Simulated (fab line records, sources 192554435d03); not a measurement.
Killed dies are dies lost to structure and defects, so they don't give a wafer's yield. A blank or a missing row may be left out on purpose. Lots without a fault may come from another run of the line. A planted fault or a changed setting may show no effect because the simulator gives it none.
A struck lot beside a sound one | flow n5_finfet | 36 steps out of a route of 1938
Sound: wafers L405.2, L405.4, L405.5. Struck: wafers L412.2, L412.3, L412.5. The cause comes at the end.
At each step with rows: each side's tool, then ch and its chambers, then its first start. Under that, the readings that differ: sound wafers | struck wafers | difference of the means | sigmas: that difference in standard deviations of wafers without a fault.
alike: readings whose means differ by less than 2 such deviations, and words and numbers that are the same on both sides. not compared: withheld readings, readings that some wafer has no value for, bounds like >300 that may hide the same value, and numbers for which the record gives no deviation and whose values overlap.
The two part at a step that has a row with sigmas, a row that says differs or no value, or rows on one side only. Numbers that don't overlap but have no deviation are shown without sigmas and don't part them. A reading that every wafer of one side lacks parts them only if that side has two wafers or more.

first, 9 steps without rows for these wafers: N5_PMOS_HMC_CHANNEL_EPI_HM_DEP_34 (deposits SiO2 from TEOS/O2, target thk 36 nm, time 6.9 s); N5_PMOS_HMC_CHANNEL_EPI_COAT_31 (time 60 s, resist thk 66 nm); N5_PMOS_HMC_CHANNEL_EPI_COAT_03 (resist thk 205 nm); N5_PMOS_HMC_CHANNEL_EPI_EBR_05; N5_PMOS_HMC_CHANNEL_EPI_SOFTBAKE_04 (time 60 s); N5_PMOS_HMC_CHANNEL_EPI_EXPOSE_06 (exposes mask PMOS HMC BLK, target cd 240 nm); N5_PMOS_HMC_CHANNEL_EPI_PEB_07 (peb time 60 s); N5_PMOS_HMC_CHANNEL_EPI_DEVELOP_08 (develop time 30 s); N5_PMOS_HMC_CHANNEL_EPI_DESCUM_14 (chemistry O2, time 7.9 s).
N5_PMOS_HMC_CHANNEL_EPI_ETCH_32: etches BARC in N2/H2, stops on SiO2, target depth 85.8 nm, time 50.3 s.
  sound on rie_diel-01 ch 0,1,2, day 2 11:19; struck on rie_diel-03 ch 1,2, day 4 06:04
  alike: bias_w, drypump_motor_current_A, oes_product_au, rf_vpp_V, showerhead_plenum_p_Torr, throttle_valve_pct
  not compared: rf_hours_counter_h
then, 25 steps without rows for these wafers: N5_PMOS_HMC_CHANNEL_EPI_HM_OPEN_15 (chemistry CHF3/O2, target SiO2, target depth 40.6 nm, time 20.3 s); N5_PMOS_HMC_CHANNEL_EPI_STRIP_33 (strips in N2/H2); N5_PMOS_HMC_CHANNEL_EPI_STRIP_17 (strips in SPM, time 750 s); N5_PMOS_HMC_CHANNEL_EPI_ETCH_38 (etches SiO2 in CF4, target depth 1.5 nm); N5_PMOS_HMC_CHANNEL_EPI_FIN_RECESS_16 (chemistry HBr/Cl2, target Si, target depth 54 nm, time 18 s); N5_PMOS_HMC_CHANNEL_EPI_PRECLEAN_36 (cleans in O3/DIW, time 45 s); N5_PMOS_HMC_CHANNEL_EPI_PRECLEAN_18 (cleans in DHF, time 30 s); N5_PMOS_HMC_CHANNEL_EPI_SRD_19 (time 30 s); N5_PMOS_HMC_CHANNEL_EPI_EPI_20 (deposits SiGe30, target thk 59 nm); N5_PMOS_HMC_CHANNEL_EPI_HM_STRIP_35 (strips SiO2 in dHF, material SiO2, target depth 39.6 nm, time 216 s); N5_PMOS_HMC_CHANNEL_EPI_SRD_39 (time 30 s); N5_PMOS_HMC_CHANNEL_EPI_CMP_21 (polishes SiGe30, target thk 54 nm); N5_PMOS_HMC_CHANNEL_EPI_PRECLEAN_40 (cleans in DHF, time 30 s); N5_PMOS_HMC_CHANNEL_EPI_PRECLEAN_37 (cleans in O3/DIW, time 45 s); N5_PMOS_HMC_CHANNEL_EPI_PRECLEAN_24 (cleans in DHF, time 30 s); N5_PMOS_HMC_CHANNEL_EPI_SRD_25 (time 30 s); N5_PMOS_HMC_CHANNEL_EPI_EPI_26 (deposits Si from SiH4/H2, target thk 3.8 nm, time 22.7 s); N5_FIN_SAQP_PRECLEAN_42 (cleans in O3/DIW, time 60 s); N5_FIN_SAQP_PRECLEAN_00 (cleans in SC1, time 60 s); N5_FIN_SAQP_PRECLEAN_44 (cleans in SC2, time 45 s); N5_FIN_SAQP_SRD_01 (time 30 s); N5_FIN_SAQP_ALD_61 (deposits SiO2, target thk 4 nm, pulse time 1 s, purge time 2 s); N5_FIN_SAQP_DENSIFY_62 (time 60 s); N5_FIN_SAQP_HM_DEP_03 (deposits SiNx from SiH4/NH3/N2, target thk 38 nm, time 33.6 s); N5_FIN_SAQP_PECVD_47 (deposits a-Si from SiH4/He, target thk 45 nm, time 36.3 s).
-- the record jumps here: 11 days lie between the struck wafers' starts before and after (it left off in module FIN_SAQP and takes up again in module PASSIVATION, whose first step shown is number 1936 of the route) --
N5_PASSIVATION_PROBE_49:
  sound on prober-01, day 14 12:43; struck on prober-01, day 15 15:38
  reading                  | sound          | struck         | difference | sigmas
  defect_limited_yield (%) | 90.6 92.5 92.3 | 83.1 79.0 83.5 | -9.9       | -7
  killed_at_front_end      | 42 31 32       | 140 189 125    | +116       | +12
  killed_dies              | 111 88 91      | 199 248 195    | +117       | +7
  sort_bin_5_function (%)  | 5.6 4.2 4.2    | 10.2 11.5 9.6  | +5.8       | +6
  sort_n_pass              | 1069 1092 1089 | 981 932 985    | -117       | -7
  alike: killed_at_M0_to_M3, killed_at_M4_up, killed_at_contacts, killed_at_other, killed_open, killed_short, sort_bin_6_memory, sort_bin_8_speed

WHERE THEY PART
Only at N5_PASSIVATION_PROBE_49, within this record.

WHY: what the simulator had put in
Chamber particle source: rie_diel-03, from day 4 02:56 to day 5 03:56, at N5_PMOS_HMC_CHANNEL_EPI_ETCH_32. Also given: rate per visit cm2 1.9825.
